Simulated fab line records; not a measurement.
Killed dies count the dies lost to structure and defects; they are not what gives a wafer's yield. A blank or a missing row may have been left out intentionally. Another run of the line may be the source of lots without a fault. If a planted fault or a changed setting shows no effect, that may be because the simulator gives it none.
Chamber matching :: flow nandHarc :: rieDiel-04 running NHARC_P_GATE_DESCUM_61: 4 sister chambers
The step chemistry O2, time 3 s. 20 wafers are shown with their chamber, then 10 later ones without.

## WAFERS, EACH WITH ITS CHAMBER
wafer: L740.3
chamber: 0
showerheadPlenumPTorr (Torr): 2.01
drypumpMotorCurrentA (A): 5.7
throttleValvePct (%): 11.309

wafer: L740.5
chamber: 3
showerheadPlenumPTorr (Torr): 2.03
drypumpMotorCurrentA (A): 5.4
throttleValvePct (%): 11.316

wafer: L740.6
chamber: 2
showerheadPlenumPTorr (Torr): 1.83
drypumpMotorCurrentA (A): 6.6
throttleValvePct (%): 11.301

wafer: L742.2
chamber: 2
showerheadPlenumPTorr (Torr): 1.83
drypumpMotorCurrentA (A): 6.6
throttleValvePct (%): 11.316

wafer: L742.5
chamber: 0
showerheadPlenumPTorr (Torr): 2.01
drypumpMotorCurrentA (A): 5.7
throttleValvePct (%): 11.296

wafer: L742.6
chamber: 3
showerheadPlenumPTorr (Torr): 2.03
drypumpMotorCurrentA (A): 5.3
throttleValvePct (%): 11.295

wafer: L745.1
chamber: 2
showerheadPlenumPTorr (Torr): 1.83
drypumpMotorCurrentA (A): 6.6
throttleValvePct (%): 11.312

wafer: L745.4
chamber: 1
showerheadPlenumPTorr (Torr): 1.93
drypumpMotorCurrentA (A): 5.7
throttleValvePct (%): 11.310

wafer: L745.6
chamber: 1
showerheadPlenumPTorr (Torr): 1.93
drypumpMotorCurrentA (A): 5.7
throttleValvePct (%): 11.312

wafer: L747.1
chamber: 0
showerheadPlenumPTorr (Torr): 2.01
drypumpMotorCurrentA (A): 5.7
throttleValvePct (%): 11.300

wafer: L747.4
chamber: 3
showerheadPlenumPTorr (Torr): 2.03
drypumpMotorCurrentA (A): 5.3
throttleValvePct (%): 11.308

wafer: L747.6
chamber: 3
showerheadPlenumPTorr (Torr): 2.03
drypumpMotorCurrentA (A): 5.3
throttleValvePct (%): 11.308

wafer: L748.2
chamber: 1
showerheadPlenumPTorr (Torr): 1.93
drypumpMotorCurrentA (A): 5.6
throttleValvePct (%): 11.305

wafer: L748.3
chamber: 0
showerheadPlenumPTorr (Torr): 2.00
drypumpMotorCurrentA (A): 5.8
throttleValvePct (%): 11.291

wafer: L748.4
chamber: 2
showerheadPlenumPTorr (Torr): 1.83
drypumpMotorCurrentA (A): 6.7
throttleValvePct (%): 11.316

wafer: L749.1
chamber: 3
showerheadPlenumPTorr (Torr): 2.02
drypumpMotorCurrentA (A): 5.4
throttleValvePct (%): 11.328

wafer: L749.2
chamber: 2
showerheadPlenumPTorr (Torr): 1.83
drypumpMotorCurrentA (A): 6.6
throttleValvePct (%): 11.315

wafer: L749.5
chamber: 1
showerheadPlenumPTorr (Torr): 1.93
drypumpMotorCurrentA (A): 5.7
throttleValvePct (%): 11.313

wafer: L750.1
chamber: 1
showerheadPlenumPTorr (Torr): 1.92
drypumpMotorCurrentA (A): 5.6
throttleValvePct (%): 11.324

wafer: L750.2
chamber: 3
showerheadPlenumPTorr (Torr): 2.02
drypumpMotorCurrentA (A): 5.3
throttleValvePct (%): 11.309

SIGNATURES, as means of the wafers listed above
reading: showerheadPlenumPTorr
chamber 0: 2.0075
chamber 1: 1.9280
chamber 2: 1.8300
chamber 3: 2.0267
scatter within a chamber: 0.00425

reading: drypumpMotorCurrentA
chamber 0: 5.725
chamber 1: 5.660
chamber 2: 6.620
chamber 3: 5.333
scatter within a chamber: 0.0505

reading: throttleValvePct
chamber 0: 11.29900
chamber 1: 11.31280
chamber 2: 11.31200
chamber 3: 11.31067
scatter within a chamber: 0.00837
Rule: a wafer's distance from a chamber is the root of the sum, over the readings, of the square of ((its reading less the chamber's mean) divided by the reading's scatter). The wafer belongs to the nearest chamber; if the next one is less than 2 further off, it can't be placed. The scatter: take each reading less its chamber's mean, square it, sum over the shown wafers, divide by the number of wafers less the number of chambers, and take the root.

## WAFERS WITHOUT THEIR CHAMBER
wafer: L750.4
showerheadPlenumPTorr (Torr): 2.00
drypumpMotorCurrentA (A): 5.7
throttleValvePct (%): 11.296

wafer: L751.1
showerheadPlenumPTorr (Torr): 2.00
drypumpMotorCurrentA (A): 5.7
throttleValvePct (%): 11.324

wafer: L751.3
showerheadPlenumPTorr (Torr): 1.92
drypumpMotorCurrentA (A): 5.7
throttleValvePct (%): 11.325

wafer: L751.6
showerheadPlenumPTorr (Torr): 2.02
drypumpMotorCurrentA (A): 5.3
throttleValvePct (%): 11.307

wafer: L754.1
showerheadPlenumPTorr (Torr): 1.83
drypumpMotorCurrentA (A): 6.6
throttleValvePct (%): 11.315

wafer: L754.2
showerheadPlenumPTorr (Torr): 2.02
drypumpMotorCurrentA (A): 5.3
throttleValvePct (%): 11.319

wafer: L754.4
showerheadPlenumPTorr (Torr): 1.92
drypumpMotorCurrentA (A): 5.7
throttleValvePct (%): 11.311

wafer: L752.3
showerheadPlenumPTorr (Torr): 1.92
drypumpMotorCurrentA (A): 5.6
throttleValvePct (%): 11.315

wafer: L752.5
showerheadPlenumPTorr (Torr): 1.83
drypumpMotorCurrentA (A): 6.6
throttleValvePct (%): 11.312

wafer: L752.6
showerheadPlenumPTorr (Torr): 1.92
drypumpMotorCurrentA (A): 5.6
throttleValvePct (%): 11.317

## WHICH CHAMBER EACH WENT THROUGH
wafer: L750.4
from the rows above: 0
in truth: 0

wafer: L751.1
from the rows above: 0
in truth: 0

wafer: L751.3
from the rows above: 1
in truth: 1

wafer: L751.6
from the rows above: 3
in truth: 3

wafer: L754.1
from the rows above: 2
in truth: 2

wafer: L754.2
from the rows above: 3
in truth: 3

wafer: L754.4
from the rows above: 1
in truth: 1

wafer: L752.3
from the rows above: 1
in truth: 1

wafer: L752.5
from the rows above: 2
in truth: 2

wafer: L752.6
from the rows above: 1
in truth: 1
Placed correctly: 10 of 10. Number that these rows cannot place: 0. Number placed wrongly: 0.
